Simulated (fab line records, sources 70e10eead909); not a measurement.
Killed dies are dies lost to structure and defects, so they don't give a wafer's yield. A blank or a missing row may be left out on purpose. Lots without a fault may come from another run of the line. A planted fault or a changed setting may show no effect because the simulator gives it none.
Which tool did it? | flow nand_harc | 11 lots, 33 wafers sampled, at 7 steps of a route of 1302

WHAT THE GAUGES READ, wafer by wafer
NHARC_P_M0_INSPECT_27.
lot  | measured     | on                | raw_defect_count
L325 | day 6 03:14  | defect_inspect-01 | 262 237 213
L330 | day 8 02:34  | defect_inspect-01 | 528 518 548
L333 | day 9 13:03  | defect_inspect-02 | 720 577 637
L338 | day 11 08:56 | defect_inspect-02 | 161 169 257
L339 | day 12 10:08 | defect_inspect-02 | 261 303 220
L342 | day 13 11:33 | defect_inspect-02 | 458 404 530
L341 | day 13 12:31 | defect_inspect-02 | 355 369 341
L344 | day 14 00:22 | defect_inspect-01 | 225 117 194
L343 | day 14 01:15 | defect_inspect-02 | 160 377 226
L346 | day 15 05:02 | defect_inspect-02 | 165 238 177
L348 | day 15 10:54 | defect_inspect-01 | 404 449 379

NHARC_P_M1_INSPECT_11.
lot  | measured     | on                | raw_defect_count
L325 | day 6 04:46  | defect_inspect-01 | 3 5 5
L330 | day 8 04:05  | defect_inspect-01 | 346 331 349
L333 | day 9 14:36  | defect_inspect-02 | 327 351 378
L338 | day 11 10:27 | defect_inspect-02 | 1 4 2
L339 | day 12 11:41 | defect_inspect-01 | 2 6 2
L342 | day 13 13:04 | defect_inspect-01 | 3 1 2
L341 | day 13 14:02 | defect_inspect-02 | 6 2 3
L344 | day 14 01:51 | defect_inspect-02 | 3 1 4
L343 | day 14 02:46 | defect_inspect-01 | 2 1 1
L346 | day 15 06:32 | defect_inspect-01 | 5 0 3
L348 | day 15 12:24 | defect_inspect-01 | 4 5 3

NHARC_END_SORT_01.
lot  | measured     | on        | defect_limited_yield (%) | killed_at_array | killed_at_other | killed_at_periphery | killed_dies | killed_open | killed_short | sort_bin_2_pct (%) | sort_bin_3_pct (%) | sort_bin_4_pct (%) | sort_n_pass | sort_rim_yield_pct (%) | sort_yield_pct (%)
L325 | day 23 22:49 | prober-01 | 86.9 88.5 88.8           | 88 70 72        | 0 0 0           | 1 8 4               | 89 78 76    | 3 3 2       | 2 3 4        | 5.2 3.5 5.0        | 1.2 1.5 0.9        | 6.8 6.5 5.3        | 588 599 601 | 79 86 93               | 86.9 88.5 88.8
L330 | day 26 05:38 | prober-02 | 54.4 57.9 57.8           | 54 47 40        | 2 0 0           | 253 238 246         | 309 285 286 | 4 2 0       | 5 2 2        | 15.1 13.9 15.1     | 3.8 4.3 3.0        | 26.7 23.9 24.2     | 368 392 391 | 57 58 64               | 54.4 57.9 57.8
L333 | day 27 19:47 | prober-01 | 59.7 56.0 53.6           | 21 29 26        | 0 0 0           | 252 269 288         | 273 298 314 | 1 7 2       | 1 5 1        | 12.9 14.2 16.5     | 1.8 1.9 2.8        | 25.7 27.9 27.0     | 404 379 363 | 53 47 54               | 59.7 56.0 53.6
L338 | day 29 10:34 | prober-01 | 87.4 87.7 91.4           | 82 76 54        | 2 4 1           | 1 3 3               | 85 83 58    | 4 2 4       | 1 0 2        | 5.0 5.2 3.7        | 1.0 0.4 0          | 6.5 6.6 4.9        | 592 594 619 | 80 97 77               | 87.4 87.7 91.4
L339 | day 29 23:15 | prober-01 | 93.8 91.9 94.5           | 41 52 33        | 0 0 0           | 1 3 4               | 42 55 37    | 0 6 4       | 1 1 4        | 1.8 3.1 2.1        | 0.4 0.3 0.3        | 4.0 4.7 3.1        | 635 622 640 | 91 97 91               | 93.8 91.9 94.5
L342 | day 30 22:24 | prober-02 | 91.0 93.4 91.6           | 53 39 48        | 7 2 4           | 1 4 5               | 61 45 57    | 2 7 5       | 2 4 2        | 3.0 2.2 3.0        | 0.7 0.6 0          | 5.3 3.8 5.5        | 616 632 620 | 96 86 96               | 91.0 93.4 91.6
L341 | day 30 22:22 | prober-01 | 89.4 91.1 91.0           | 64 57 58        | 1 0 0           | 7 3 3               | 72 60 61    | 5 3 4       | 3 5 2        | 3.0 3.2 3.1        | 0.7 0.7 0.7        | 6.9 4.9 5.2        | 605 617 616 | 87 91 92               | 89.4 91.1 91.0
L344 | day 32 05:19 | prober-01 | 91.9 90.3 89.8           | 53 62 67        | 2 0 1           | 0 4 1               | 55 66 69    | 3 4 2       | 2 0 4        | 3.0 3.4 2.8        | 0.3 0.3 0.6        | 4.9 6.1 6.8        | 622 611 608 | 81 88 88               | 91.9 90.3 89.8
L343 | day 32 18:06 | prober-01 | 96.2 94.1 94.8           | 26 38 32        | 0 0 1           | 0 2 2               | 26 40 35    | 2 5 5       | 1 2 3        | 1.6 1.5 2.1        | 0.1 0.4 0.1        | 2.1 4.0 3.0        | 651 637 642 | 96 89 95               | 96.2 94.1 94.8
L346 | day 33 03:47 | prober-01 | 93.5 96.9 94.4           | 42 20 34        | 1 0 1           | 1 1 3               | 44 21 38    | 2 2 2       | 5 1 2        | 1.6 0.9 1.6        | 0.3 0.3 0.4        | 4.6 1.9 3.5        | 633 656 639 | 97 94 96               | 93.5 96.9 94.4
L348 | day 33 19:44 | prober-01 | 90.4 90.0 89.5           | 62 65 69        | 0 0 0           | 3 3 2               | 65 68 71    | 3 4 4       | 2 0 4        | 4.7 3.8 3.7        | 1.8 1.0 1.3        | 3.1 5.2 5.5        | 612 609 606 | 97 91 91               | 90.4 90.0 89.5

WHICH TOOL RAN EACH LOT (tool, then ch and the chambers of the sampled wafers, then the start)
lot  | NHARC_P_M0_ETCH_15                            | NHARC_P_M0_PRE_CLEAN_29                 | NHARC_P_M0_PVD_21                       | NHARC_P_M0_CMP_23
L325 | rie_diel-05 ch 0,1,3, day 6 02:50 or earlier  | pvd_sputter-03, day 6 02:50 or earlier  | pvd_sputter-03, day 6 02:50 or earlier  | cmp-04 ch 0,1,2, day 6 02:50
L330 | rie_diel-08 ch 0,2,3, day 8 02:05 or earlier  | pvd_sputter-01, day 8 02:05 or earlier  | pvd_sputter-01, day 8 02:05 or earlier  | cmp-04 ch 1,2,3, day 8 02:05
L333 | rie_diel-05 ch 0,1,2, day 9 12:38 or earlier  | pvd_sputter-02, day 9 12:38 or earlier  | pvd_sputter-02, day 9 12:38 or earlier  | cmp-04 ch 0,2,3, day 9 12:38
L338 | rie_diel-05 ch 0,1,3, day 11 08:29 or earlier | pvd_sputter-01, day 11 08:29 or earlier | pvd_sputter-01, day 11 08:29 or earlier | cmp-02 ch 0,2,3, day 11 08:29
L339 | rie_diel-08 ch 2,3, day 12 09:40 or earlier   | pvd_sputter-03, day 12 09:40 or earlier | pvd_sputter-03, day 12 09:40 or earlier | cmp-04 ch 0,1,2, day 12 09:40
L342 | rie_diel-08 ch 0,2,3, day 13 11:05 or earlier | pvd_sputter-01, day 13 11:05 or earlier | pvd_sputter-01, day 13 11:05 or earlier | cmp-01 ch 0,2,3, day 13 11:05
L341 | rie_diel-12 ch 1,3, day 13 12:04 or earlier   | pvd_sputter-01, day 13 12:04 or earlier | pvd_sputter-01, day 13 12:04 or earlier | cmp-01 ch 1,2, day 13 12:04
L344 | rie_diel-12 ch 0,1,2, day 13 23:53 or earlier | pvd_sputter-02, day 13 23:53 or earlier | pvd_sputter-02, day 13 23:53 or earlier | cmp-02 ch 0,1,2, day 13 23:53
L343 | rie_diel-05 ch 0,2,3, day 14 00:47 or earlier | pvd_sputter-03, day 14 00:47 or earlier | pvd_sputter-03, day 14 00:47 or earlier | cmp-04 ch 0,1, day 14 00:47
L346 | rie_diel-08 ch 1,3, day 15 04:34 or earlier   | pvd_sputter-01, day 15 04:34 or earlier | pvd_sputter-01, day 15 04:34 or earlier | cmp-04 ch 0,1,3, day 15 04:34
L348 | rie_diel-05 ch 1,2,3, day 15 10:29 or earlier | pvd_sputter-01, day 15 10:29 or earlier | pvd_sputter-01, day 15 10:29 or earlier | cmp-01 ch 0,2,3, day 15 10:29
- NHARC_P_M0_ETCH_15: etches the open film in C4F8/Ar, target depth 150 nm, overetch 15 nm, time 82.5 s.
- NHARC_P_M0_PRE_CLEAN_29: time 30 s.
- NHARC_P_M0_PVD_21: deposits Cu, target thk 30 nm, time 20.49 s.
- NHARC_P_M0_CMP_23: polishes, t overpolish 20 s, target thk 117.54 nm.

WHAT THE TOOLS THEMSELVES READ (means of the sampled wafers that have a number; where no wafer has one, the mark that the record gives instead)
NHARC_P_M0_ETCH_15.
lot  | tool        | oes_product_au (a.u.) | rf_vpp_V (V)
L325 | rie_diel-05 | 0.964                 | 439.1
L330 | rie_diel-08 | 0.969                 | 441.2
L333 | rie_diel-05 | 0.916                 | 440.2
L338 | rie_diel-05 | 0.962                 | 439.0
L339 | rie_diel-08 | 0.948                 | 440.7
L342 | rie_diel-08 | 0.960                 | 441.4
L341 | rie_diel-12 | 0.948                 | 440.3
L344 | rie_diel-12 | 0.966                 | 440.6
L343 | rie_diel-05 | 0.952                 | 439.3
L346 | rie_diel-08 | 0.975                 | 438.8
L348 | rie_diel-05 | 0.932                 | 438.4

NHARC_P_M0_PRE_CLEAN_29.
lot  | tool           | heater_power_w (W)
L325 | pvd_sputter-03 | 427
L330 | pvd_sputter-01 | 397
L333 | pvd_sputter-02 | 433
L338 | pvd_sputter-01 | 420
L339 | pvd_sputter-03 | 398
L342 | pvd_sputter-01 | 438
L341 | pvd_sputter-01 | 426
L344 | pvd_sputter-02 | 411
L343 | pvd_sputter-03 | 413
L346 | pvd_sputter-01 | 410
L348 | pvd_sputter-01 | 421

NHARC_P_M0_PVD_21.
lot  | tool           | substrate_temp_c (C) | throttle_valve_pct (%)
L325 | pvd_sputter-03 | 29.93                | 29.5
L330 | pvd_sputter-01 | 30.19                | 30.2
L333 | pvd_sputter-02 | 30.03                | 29.4
L338 | pvd_sputter-01 | 29.94                | 30.3
L339 | pvd_sputter-03 | 30.04                | 30.5
L342 | pvd_sputter-01 | 29.93                | 30.0
L341 | pvd_sputter-01 | 30.03                | 30.6
L344 | pvd_sputter-02 | 30.05                | 30.4
L343 | pvd_sputter-03 | 30.04                | 30.3
L346 | pvd_sputter-01 | 30.02                | 30.1
L348 | pvd_sputter-01 | 29.87                | 30.3

NHARC_P_M0_CMP_23.
lot  | tool   | motor_current_A (A) | slurry_filter_dp_kPa (kPa) | time_to_endpoint_s (s)
L325 | cmp-04 | 12.4                | 13.49                      | 29
L330 | cmp-04 | 12.7                | 13.52                      | 27
L333 | cmp-04 | 12.7                | 13.40                      | 28
L338 | cmp-02 | 11.8                | 13.51                      | 26
L339 | cmp-04 | 12.5                | 13.50                      | 30
L342 | cmp-01 | 11.8                | 13.43                      | 28
L341 | cmp-01 | 14.3                | 13.64                      | 29
L344 | cmp-02 | 12.1                | 13.53                      | 30
L343 | cmp-04 | 12.2                | 13.62                      | 25
L346 | cmp-04 | 12.7                | 13.40                      | 26
L348 | cmp-01 | 11.9                | 13.47                      | 27

THE ANSWER, worked out from the rows above alone
Rule: what is usual is taken from the lots themselves. Put in order of their means at a reading, lots are off if they are a third of the lots or fewer, leave a main group of 4 or more, and stand apart from it by a gap of 3 or more times the standard deviation of the main group's means; of several such gaps the widest counts. A main group whose means are all the same, to the digits that the tables above print for the reading, isn't used. A lot without any number at a reading at which 4 lots or more have one is off too. The other lots that the step has rows for count as sound. The gauges are gone through in route order, then the tools' own readings, and for those a lot's mean is taken as printed above. The first step at which some lot is off is used, and at that step the reading that is off furthest; a lot without a number counts as furthest.
Off: L330, L333, at NHARC_P_M1_INSPECT_11 (raw_defect_count). The main group: mean 2.9, standard deviation 0.93.
A tool fits if, at a process step before that reading, it ran every lot that is off, and no sound lot after the first of them. The gauges at NHARC_P_M1_INSPECT_11 aren't tried: what is off there is off at NHARC_END_SORT_01 too, on other tools, and a gauge's error can't cause that. NHARC_P_M0_ETCH_15 gives no start for some lots, so the hours and the order of its lots are those of NHARC_P_M0_CMP_23. NHARC_P_M0_PRE_CLEAN_29 gives no start for some lots, so the hours and the order of its lots are those of NHARC_P_M0_CMP_23. NHARC_P_M0_PVD_21 gives no start for some lots, so the hours and the order of its lots are those of NHARC_P_M0_CMP_23. None of those tried fits.

WHAT THE SIMULATOR HAD PUT IN
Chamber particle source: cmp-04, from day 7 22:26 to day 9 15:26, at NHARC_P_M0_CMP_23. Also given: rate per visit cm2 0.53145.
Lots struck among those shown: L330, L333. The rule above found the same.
